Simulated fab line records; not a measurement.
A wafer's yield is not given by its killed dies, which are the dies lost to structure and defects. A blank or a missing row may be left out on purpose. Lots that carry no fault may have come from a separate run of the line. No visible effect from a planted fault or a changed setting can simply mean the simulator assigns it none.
Matching of chambers    flow n5 finfet    rie diel-05 running N5_BEOL_M0_CUTY_ETCH_62: 4 sister chambers
The step etches SiARC in CF4, time 58.5 s. 16 wafers are shown with their chamber, then 8 later ones without.

== WAFERS, EACH WITH ITS CHAMBER ==
wafer   chamber  showerhead plenum p Torr (Torr)  drypump motor current A (A)  throttle valve pct (%)
L074.2  0        2.13                             5.6                          15.82
L074.3  3        2.06                             5.9                          15.62
L074.6  1        2.08                             5.2                          15.46
L082.2  1        2.08                             5.2                          15.48
L082.3  3        2.05                             5.9                          15.63
L082.6  0        2.12                             5.6                          15.87
L083.1  2        2.04                             5.1                          15.37
L083.3  0        2.12                             5.7                          15.88
L083.6  3        2.05                             5.9                          15.63
L085.4  3        2.05                             5.9                          15.65
L085.5  1        2.08                             5.3                          15.50
L085.6  2        2.04                             5.1                          15.40
L086.3  2        2.04                             5.1                          15.40
L086.4  3        2.05                             5.9                          15.65
L086.5  1        2.08                             5.2                          15.50
L087.3  0        2.12                             5.6                          15.89

SIGNATURES (means of the wafers above)
reading                   chamber 0  chamber 1  chamber 2  chamber 3  scatter within a chamber
showerhead plenum p Torr  2.1225     2.0800     2.0400     2.0520     0.00359
drypump motor current A   5.625      5.225      5.100      5.900      0.0354
throttle valve pct        15.8650    15.4850    15.3900    15.6360    0.0211
Rule: for a wafer and a chamber, the distance is found by dividing, reading by reading, the gap between the wafer's reading and the chamber's mean by the reading's scatter, squaring, summing and taking the root. The wafer belongs to the nearest chamber; if the next one is less than 2 further off, it can't be placed. How the scatter is found: for the shown wafers, subtract from each reading the mean of its chamber, square and add these, divide the total by (wafers less chambers), then take the root.

== WAFERS WITH NO CHAMBER GIVEN ==
wafer   showerhead plenum p Torr (Torr)  drypump motor current A (A)  throttle valve pct (%)
L087.5  2.04                             5.1                          15.39
L087.6  2.05                             5.9                          15.65
L091.2  2.12                             5.6                          15.91
L091.3  2.05                             5.9                          15.66
L091.6  2.07                             5.2                          15.50
L096.2  2.04                             5.9                          15.71
L096.3  2.03                             5.1                          15.45
L096.5  2.04                             5.9                          15.70

== WHICH CHAMBER EACH ONE RAN IN ==
wafer   from the rows above  in truth
L087.5  2                    2
L087.6  3                    3
L091.2  0                    0
L091.3  3                    3
L091.6  1                    1
L096.2  3                    3
L096.3  2                    2
L096.5  3                    3
Correct placement for 8 of the 8. Can't be placed from these rows: 0. 0 placed wrongly.
